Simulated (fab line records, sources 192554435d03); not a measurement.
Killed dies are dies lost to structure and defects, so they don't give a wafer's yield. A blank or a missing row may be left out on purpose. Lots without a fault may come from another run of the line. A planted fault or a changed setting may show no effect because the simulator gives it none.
Which tool did it? | flow n5_finfet | 21 lots, 63 wafers sampled, at 1 step of a route of 1938

WHAT THE GAUGES READ, wafer by wafer
N5_MOL_CONTACT_COAG_OVL_MEAS_41.
lot  | measured     | on         | VD_OVL (nm)
L074 | day 5 05:11  | overlay-01 | 0.1 -0.2 -0.5
L075 | day 5 11:16  | overlay-02 | -0.3 0.0 0.3
L076 | day 5 19:11  | overlay-02 | -0.6 -0.8 0.1
L077 | day 5 22:19  | overlay-02 | -0.5 0.3 -0.3
L078 | day 6 05:40  | overlay-02 | -0.1 0.5 1.3
L079 | day 6 09:14  | overlay-02 | 0.1 -0.3 0.5
L080 | day 6 17:04  | overlay-02 | -1.5 -0.4 -1.2
L081 | day 7 01:36  | overlay-02 | -0.4 0.0 0.3
L082 | day 7 04:35  | overlay-02 | -0.9 -0.6 1.3
L084 | day 7 15:29  | overlay-01 | -0.6 0.5 -0.1
L085 | day 7 20:02  | overlay-02 | -0.8 -0.5 -0.1
L086 | day 8 14:39  | overlay-02 | 0.4 0.4 0.2
L087 | day 8 17:01  | overlay-01 | -0.9 -0.4 0.1
L089 | day 8 23:06  | overlay-02 | 0.7 0.9 -0.6
L088 | day 8 23:43  | overlay-02 | -1.1 -1.1 -0.8
L090 | day 9 04:02  | overlay-02 | 1.0 0.2 -0.2
L091 | day 9 10:08  | overlay-02 | -1.7 -1.8 -1.5
L092 | day 9 17:56  | overlay-01 | 0.4 0.3 0.7
L093 | day 10 04:54 | overlay-02 | -0.4 -0.6 -0.3
L095 | day 10 17:26 | overlay-01 | -0.1 -0.2 0.6
L097 | day 11 00:16 | overlay-01 | 0.1 0.3 0.4

WHICH TOOL RAN EACH LOT (tool, then ch and the chambers of the sampled wafers, then the start)
The record holds no process step before these readings.

WHAT THE TOOLS THEMSELVES READ (means of the sampled wafers that have a number; where no wafer has one, the mark that the record gives instead)
The record holds no such reading with a usual standard deviation.

THE ANSWER, worked out from the rows above alone
Rule: what is usual is taken from the lots themselves. Put in order of their means at a reading, lots are off if they are a third of the lots or fewer, leave a main group of 4 or more, and stand apart from it by a gap of 3 or more times the standard deviation of the main group's means; of several such gaps the widest counts. A main group whose means are all the same, to the digits that the tables above print for the reading, isn't used. A lot without any number at a reading at which 4 lots or more have one is off too. The other lots that the step has rows for count as sound. The gauges are gone through in route order, then the tools' own readings, and for those a lot's mean is taken as printed above. The first step at which some lot is off is used, and at that step the reading that is off furthest; a lot without a number counts as furthest.
No lot is off at any reading shown: from this, nothing can be told.

WHAT THE SIMULATOR HAD PUT IN
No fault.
